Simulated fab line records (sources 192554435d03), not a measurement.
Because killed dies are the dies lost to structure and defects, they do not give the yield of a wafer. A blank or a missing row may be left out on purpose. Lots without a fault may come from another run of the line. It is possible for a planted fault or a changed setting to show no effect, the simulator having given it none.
A lot that was struck, set against a sound lot / flow n5-finfet / 15 out of 1938 route steps
Sound: these wafers, L652.2, L652.5, L652.6. Wafers struck: L646.1, L646.3, L646.6. The cause is given at the end.
Each step with rows lists, per side, the tool, then ch with its chambers, then its first start. Under that, the readings that differ: sound wafers / struck wafers / difference of the means / sigmas: that difference in standard deviations of wafers without a fault.
alike: readings with means less than 2 such deviations apart, plus words and numbers identical on both sides. not compared: withheld readings, readings lacking a value on some wafer, bounds such as >300 that could conceal the same value, and numbers that have no deviation in the record and whose values overlap.
The two part at a step that has a row with sigmas, a row that says differs or no value, or rows on one side only. Numbers that don't overlap but have no deviation are shown without sigmas and don't part them. A reading missing from all wafers of one side parts the sides only when that side holds two or more wafers.

N5_HKMG_FIN_ETCHBACK_68: etches the open film in Cl2/Ar, stops on HfO2, target depth 0.5 nm.
  sound on rie-metal-03 ch 0,1, day 7 20:16; struck on rie-metal-03 ch 1, day 6 05:33
  alike: chamber-pressure-mTorr, drypump-motor-current-A, oes-product-au, throttle-valve-pct
  not compared: rf-hours-counter-h
N5_HKMG_FIN_STRIP_69: strips in N2/H2, time 360 s.
  sound on plasma-asher-01 ch 0,1, day 7 20:25; struck on plasma-asher-02 ch 0,1, day 6 05:41
  alike: drypump-motor-current-A, heater-power-w, temp-c
  not compared: rf-hours-counter-h
N5_HKMG_FIN_ALD_21: deposits TiN, target thk 1.5 nm, pulse time 1 s, purge time 3 s.
  sound on ald-metal-03 ch 0,2,3, day 7 20:47; struck on ald-metal-02 ch 0,1,3, day 6 06:04
  alike: heater-power-w, precursor-pulse-height-rel, susceptor-temp-C
  not compared: since-wet-clean-h
N5_HKMG_FIN_ALD_72: deposits W, target thk 2 nm, pulse time 1 s, purge time 2 s.
  sound on cvd-w-02 ch 0,1, day 7 21:09; struck on cvd-w-01 ch 0,1, day 6 06:26
reading=susceptor-temp-C (C); sound=299.39 299.71 299.93; struck=299.85 300.15 300.36; difference=+0.44; sigmas=+2
  alike: heater-power-w, precursor-pulse-height-rel
  not compared: since-wet-clean-h
then, 5 steps without rows for these wafers: N5_HKMG_FIN_W_FILL_22 (material W, target thk 60 nm, time 18.2 s); N5_HKMG_FIN_PRECLEAN_83 (cleans in DIW, time 57.5 s); N5_HKMG_FIN_SRD_84 (dry time 32 s); N5_HKMG_FIN_CMP_23 (polishes, stops on SiNx, t overpolish 10 s, target thk 46.326 nm); N5_HKMG_FIN_CMP_94 (polishes, stops on SiNx, t overpolish 4.7 s, target thk 43.299 nm).
N5_HKMG_FIN_INSPECT_28: inspects for defects (darkfield).
  sound: defect-inspect-02 at day 7 22:02; struck: defect-inspect-02 at day 6 07:19
  alike: raw-defect-count
N5_GATE_CUT_ETCHBACK_00: etches W in SF6/Cl2.
  sound on rie-metal-01 ch 0,1, day 7 22:08; struck on rie-metal-03 ch 0, day 6 07:21
  alike: chamber-pressure-mTorr, drypump-motor-current-A, oes-product-au, throttle-valve-pct
  not compared: rf-hours-counter-h
N5_GATE_CUT_ETCH_56: etches TiN in Cl2/Ar, target depth 21.6 nm.
  sound on rie-metal-01 ch 0,1, day 7 22:16; struck on rie-metal-03 ch 0, day 6 07:28
reading=mfc-cl2-sccm (sccm); sound=39.68 39.94 39.95; struck=43.02 43.12 42.89; difference=+3.15; sigmas=+24
  alike: chamber-pressure-mTorr, drypump-motor-current-A, oes-product-au, throttle-valve-pct
  not compared: rf-hours-counter-h
then, 1 step without rows for these wafers: N5_GATE_CUT_ETCHBACK_30 (etches TiN in Cl2/Ar, target depth 3 nm).
-- a jump in the record: the struck wafers' starts before and after are 4 days apart (it breaks off in module GATE_CUT and resumes in module BEOL_M4, where the first step shown is number 1111 of the route) --
N5_BEOL_M4_RC_MEAS_101:
  sound on prober-01 ch 0, day 11 20:02; struck on prober-01 ch 0, day 10 07:45
  alike: DIBL_N, DIBL_P, IOFF_N, IOFF_P, ION_N, ION_P, SS_N, SS_P, VT_N, VT_P
N5_PASSIVATION_PROBE_49:
  the record holds rows for the sound wafers here (prober-02, day 15 21:33) but none for the struck ones

## WHERE THEY PART
First at N5_HKMG_FIN_ALD_72; last, within this record, at N5_PASSIVATION_PROBE_49.

WHY: what had been put in by the simulator
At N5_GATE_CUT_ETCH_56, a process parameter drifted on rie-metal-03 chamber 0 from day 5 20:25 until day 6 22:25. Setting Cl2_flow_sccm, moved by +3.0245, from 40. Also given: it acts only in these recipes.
